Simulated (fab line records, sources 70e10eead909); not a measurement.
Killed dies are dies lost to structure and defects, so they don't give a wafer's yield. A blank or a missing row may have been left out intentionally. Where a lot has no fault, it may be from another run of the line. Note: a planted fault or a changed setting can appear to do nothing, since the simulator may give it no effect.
fab line records ; flow nandHarc ; part 2 of 2: steps 28 to 33 of 33
record: lots: 5; wafers: 15; lastDay: 30
route steps=1302 shown A_ONON_D1@441 A_CHANNEL_HOLE_D1@450
lots untouched by any fault: they come from a run of this same line in which no faults occurred
startH: the number of hours between the record's first day and the start of the first shown wafer of the lot ; waitH: hours from the lot's prior step to this one ; " as in the row above ; L1.1+2: a row that stands for several wafers ; - value missing, or start not given ; * or withheld: withheld ; < > ~ a bound
route shown NAME@n: NAME is a module with steps in the file, n the number in the route of the first one ; usual: mean and standard deviation over wafers with no fault ; same: alike in all rows ; chamber/n: place in a boat ; sites: the reading at each site ; _std_site: how widely they spread, as a standard deviation ; _edge_site: mean of outer sites minus mean of inner sites ; radiusMm: how far each site lies from the wafer's centre ; mask NAME#n: copy n ; behind: the most recent tool/chamber to have shaped the wafer ; hold: why the lot was held/for how many hours/how that ended ; device: transistor that didn't switch, given as n, p or np ; end of line: the same wafers' tests at the end of the route ; step lacking rows: just its recipe ; killed: the dies lost at the first sort to structure and to defects; this is not the yield of the wafer ; map: a wafer's dies, marking killed ones x, the rest . and places with no die _
set.NAME: the setting that was run; set.NAME@STEP: the one run at that earlier step ; model.NAME: the simulator's own value behind a step, which no gauge read
certain route steps with their lots: each step a table, each wafer a row
services: a tool's chamber out of use, with start hour (startH, from the record's first day; less than 0 if before it), hours out, and reason
== steps ==
step: NHARC_A_CHANNEL_HOLE_D1_ETCH_16
recipe: targetDepthA: 31000; overEtchFrac: 0.3; timeS: 806; ionEnergyEv: 150; o2FlowSccm: 400; cosFlowSccm: 20; arFlowSccm: 0; rfW: 500; biasW: 300; chemistry: O2/COS
usual: drypumpMotorCurrentA: 5.8/0.54; oesProductAu: 1.000/0.011; rfVppV: 313.5/1.6; showerheadPlenumPTorr: 3.07/0.098; throttleValvePct: 28.331/0.0086
same: timeS: 806
lot.wafer;tool;chamber;startH;waitH;drypumpMotorCurrentA;oesProductAu;rfHoursCounterH;rfVppV;showerheadPlenumPTorr;throttleValvePct
L075.1;rieDiel-07;1;-;-;6.4;1.009;6;315.3;3.18;28.343
L075.6;rieDiel-07;3;-;-;5.2;1.021;-;313.0;3.06;28.331
L075.5;rieDiel-07;0;-;-;5.5;1.009;-;311.6;2.96;28.334
L078.4;rieDiel-07;3;-;-;5.2;1.025;8;314.2;3.05;28.336
L078.1;rieDiel-07;0;-;-;5.4;1.002;5;312.8;2.96;28.335
L078.5;rieDiel-07;0;-;-;5.4;1.005;-;311.1;2.96;28.331
L081.4;rieDiel-07;2;-;-;6.3;0.992;12;314.0;3.05;28.326
L081.2;rieDiel-07;0;-;-;5.5;1.000;6;310.6;2.96;28.334
L081.5;rieDiel-07;1;-;-;6.4;0.991;-;315.7;3.17;28.332
L080.2;rieDiel-03;0;-;-;5.4;1.006;43;313.4;3.02;28.326
L080.1;rieDiel-03;2;-;-;5.8;0.975;41;314.2;3.17;28.336
L080.4;rieDiel-03;3;-;-;5.9;1.004;41;316.6;3.20;28.330
L090.4;rieDiel-07;3;-;-;5.2;0.989;3;313.4;3.05;28.334
L090.1;rieDiel-07;2;-;-;6.4;0.997;4;314.0;3.05;28.310
L090.5;rieDiel-07;0;-;-;5.4;1.006;-;314.1;2.96;28.327
step: NHARC_A_CHANNEL_HOLE_D1_CD_MEAS_18
usual: cdNm: 98.9/2
lot.wafer;tool;chamber;startH;waitH;cdNm
L075.1;cdSem-02;-;189.73;-;100.6
L075.5;cdSem-02;-;189.73;-;96.0
L075.6;cdSem-02;-;189.73;-;98.1
L078.1;cdSem-01;-;224.01;-;101.5
L078.4;cdSem-01;-;224.01;-;98.0
L078.5;cdSem-01;-;224.01;-;102.4
L081.2;cdSem-02;-;246.25;-;96.9
L081.4;cdSem-02;-;246.25;-;98.2
L081.5;cdSem-02;-;246.25;-;99.9
L080.1;cdSem-03;-;246.48;-;98.6
L080.2;cdSem-03;-;246.48;-;98.6
L080.4;cdSem-03;-;246.48;-;97.2
L090.1;cdSem-01;-;341.66;-;101.1
L090.4;cdSem-01;-;341.66;-;97.0
L090.5;cdSem-01;-;341.66;-;102.4
step: NHARC_A_CHANNEL_HOLE_D1_ETCH_19
recipe: biasV: 1200; sourceW: 2500; pressureMtorr: 15; timeS: 34.5; arFlowSccm: 375; c4f8FlowSccm: 28.8; o2FlowSccm: 96.2; tempC: -20; targetDepthA: *; chemistry: C4F8/O2/Ar
usual: drypumpMotorCurrentA: 5.4/0.61; showerheadPlenumPTorr: 3.73/0.068; throttleValvePct: 37.038/0.009
same: timeS: 34.5
lot.wafer;tool;chamber;startH;waitH;drypumpMotorCurrentA;rfHoursCounterH;showerheadPlenumPTorr;throttleValvePct
L075.1;harEtch-01;1;189.80;0.1;5.4;88;3.77;37.036
L075.6;harEtch-01;1;189.80;0.1;5.5;-;3.77;37.040
L075.5;harEtch-01;0;189.80;0.1;4.7;-;3.77;37.029
L078.1;harEtch-01;0;224.09;0.1;4.7;111;3.76;37.039
L078.4;harEtch-01;1;224.09;0.1;5.4;-;3.76;37.042
L078.5;harEtch-01;1;224.09;0.1;5.4;-;3.76;37.039
L081.2;harEtch-02;1;246.34;0.1;5.2;329;3.79;37.032
L081.4;harEtch-02;0;246.34;0.1;6.4;-;3.65;37.031
L081.5;harEtch-02;0;246.34;0.1;6.4;-;3.65;37.048
L080.2;harEtch-01;0;248.17;1.7;4.7;122;3.75;37.034
L080.1;harEtch-01;1;248.17;1.7;5.4;122;3.75;37.035
L080.4;harEtch-01;1;248.17;1.7;5.4;-;3.75;37.043
L090.1;harEtch-02;1;341.74;0.1;5.2;367;3.77;37.028
L090.4;harEtch-02;0;341.74;0.1;6.4;-;3.61;37.030
L090.5;harEtch-02;0;341.74;0.1;6.4;-;3.61;37.043
step: NHARC_A_CHANNEL_HOLE_D1_ETCH_20
recipe: biasV: 3000; sourceW: withheld; pressureMtorr: 20; timeS: 361.9; arFlowSccm: 375; c4f8FlowSccm: 89.3; o2FlowSccm: 35.7; tempC: -20; targetDepthA: 16000; chemistry: C4F8/O2/Ar
usual: drypumpMotorCurrentA: 5.4/0.61; showerheadPlenumPTorr: 3.68/0.065; throttleValvePct: 32.155/0.0097
same: timeS: 361.9
lot.wafer;tool;chamber;startH;waitH;drypumpMotorCurrentA;rfHoursCounterH;showerheadPlenumPTorr;throttleValvePct
L075.1;harEtch-01;1;189.91;0.1;5.4;88;3.73;32.149
L075.6;harEtch-01;1;189.91;0.1;5.4;-;3.73;32.155
L075.5;harEtch-01;0;189.91;0.1;4.7;-;3.73;32.155
L078.1;harEtch-01;0;224.20;0.1;4.7;111;3.72;32.145
L078.4;harEtch-01;1;224.20;0.1;5.5;-;3.72;32.159
L078.5;harEtch-01;1;224.20;0.1;5.5;-;3.72;32.143
L081.2;harEtch-02;1;246.45;0.1;5.2;329;3.75;32.162
L081.4;harEtch-02;0;246.45;0.1;6.4;-;3.61;32.154
L081.5;harEtch-02;0;246.45;0.1;6.4;-;3.61;32.140
L080.2;harEtch-01;0;248.28;0.1;4.7;122;3.71;32.154
L080.1;harEtch-01;1;248.28;0.1;5.5;122;3.71;32.147
L080.4;harEtch-01;1;248.28;0.1;5.4;-;3.71;32.139
L090.1;harEtch-02;1;341.85;0.1;5.2;367;3.73;32.143
L090.4;harEtch-02;0;341.85;0.1;6.4;-;3.58;32.172
L090.5;harEtch-02;0;341.85;0.1;6.4;-;3.58;32.151
step: NHARC_A_CHANNEL_HOLE_D1_ETCH_21
recipe: biasV: 3000; sourceW: withheld; pressureMtorr: 20; timeS: 514.3; arFlowSccm: 375; c4f8FlowSccm: 89.3; o2FlowSccm: 35.7; tempC: -20; targetDepthA: 16000; chemistry: C4F8/O2/Ar
usual: drypumpMotorCurrentA: 5.4/0.61; showerheadPlenumPTorr: 3.68/0.065; throttleValvePct: 32.154/0.0097
same: timeS: 514.3
lot.wafer;tool;chamber;startH;waitH;drypumpMotorCurrentA;rfHoursCounterH;showerheadPlenumPTorr;throttleValvePct
L075.1;harEtch-01;1;190.22;0.3;5.4;88;3.73;32.158
L075.6;harEtch-01;1;190.22;0.3;5.4;-;3.73;32.158
L075.5;harEtch-01;0;190.22;0.3;4.7;-;3.73;32.134
L078.1;harEtch-01;0;224.51;0.3;4.7;111;3.72;32.169
L078.4;harEtch-01;1;224.51;0.3;5.4;-;3.72;32.148
L078.5;harEtch-01;1;224.51;0.3;5.4;-;3.72;32.151
L081.2;harEtch-02;1;246.77;0.3;5.2;329;3.75;32.174
L081.4;harEtch-02;0;246.77;0.3;6.4;-;3.61;32.142
L081.5;harEtch-02;0;246.77;0.3;6.4;-;3.61;32.140
L080.2;harEtch-01;0;248.59;0.3;4.7;123;3.71;32.161
L080.1;harEtch-01;1;248.59;0.3;5.4;123;3.71;32.143
L080.4;harEtch-01;1;248.59;0.3;5.4;-;3.71;32.164
L090.1;harEtch-02;1;342.17;0.3;5.2;368;3.73;32.144
L090.4;harEtch-02;0;342.17;0.3;6.4;-;3.58;32.147
L090.5;harEtch-02;0;342.17;0.3;6.4;-;3.58;32.158
step: NHARC_A_CHANNEL_HOLE_D1_ETCH_22
recipe: biasV: 3000; sourceW: withheld; pressureMtorr: 20; timeS: 666.7; arFlowSccm: 375; c4f8FlowSccm: 89.3; o2FlowSccm: 35.7; tempC: -20; targetDepthA: 16000; chemistry: C4F8/O2/Ar
usual: drypumpMotorCurrentA: 5.4/0.61; showerheadPlenumPTorr: 3.68/0.065; throttleValvePct: 32.155/0.0098
same: timeS: 666.7
lot.wafer;tool;chamber;startH;waitH;drypumpMotorCurrentA;rfHoursCounterH;showerheadPlenumPTorr;throttleValvePct
L075.1;harEtch-01;1;190.67;0.4;5.4;89;3.73;32.138
L075.6;harEtch-01;1;190.67;0.4;5.4;-;3.73;32.160
L075.5;harEtch-01;0;190.67;0.4;4.7;-;3.73;32.132
L078.1;harEtch-01;0;224.95;0.4;4.7;112;3.72;32.143
L078.4;harEtch-01;1;224.95;0.4;5.5;-;3.72;32.164
L078.5;harEtch-01;1;224.95;0.4;5.4;-;3.72;32.157
L081.2;harEtch-02;1;247.21;0.4;5.2;329;3.75;32.137
L081.4;harEtch-02;0;247.21;0.4;6.4;-;3.61;32.160
L081.5;harEtch-02;0;247.21;0.4;6.4;-;3.61;32.159
L080.2;harEtch-01;0;249.04;0.4;4.7;123;3.71;32.162
L080.1;harEtch-01;1;249.04;0.4;5.5;123;3.71;32.154
L080.4;harEtch-01;1;249.04;0.4;5.5;-;3.71;32.158
L090.1;harEtch-02;1;342.61;0.4;5.2;368;3.73;32.154
L090.4;harEtch-02;0;342.61;0.4;6.4;-;3.58;32.161
L090.5;harEtch-02;0;342.61;0.4;6.4;-;3.58;32.162
== services ==
tool;chamber;startH;hours;kind
lithoTrack-06;-;179.00;7.0;pm
pecvdOnon-02;-;185.09;13.0;pm
aclDep-01;-;186.24;13.0;pm
arfiScanner-03;-;189.03;3.4;repair
rieDiel-07;1;191.67;3.2;repair
arfiScanner-02;-;194.71;0.9;repair
arfiScanner-03;-;196.00;4.0;pm
pecvd-01;-;202.01;5.5;repair
lithoTrack-04;-;203.00;7.0;pm
rieDiel-03;-;207.70;0.6;repair
rieDiel-07;-;211.41;0.9;repair
pecvdOnon-03;-;227.00;13.0;pm
harEtch-01;-;240.63;3.7;repair
rieDiel-07;1;257.86;26.7;repair
pecvd-01;2;267.80;19.9;repair
pecvd-04;-;269.51;13.0;pm
rieDiel-03;-;281.48;9.0;pm
rieDiel-07;-;295.23;9.0;pm
rieDiel-03;0;296.72;7.0;repair
rieDiel-03;-;310.48;0.7;repair
pecvd-01;-;311.08;13.0;pm
harEtch-02;-;320.03;0.0;repair
lithoTrack-01;-;330.00;7.0;pm
rieDiel-03;3;337.30;47.2;repair
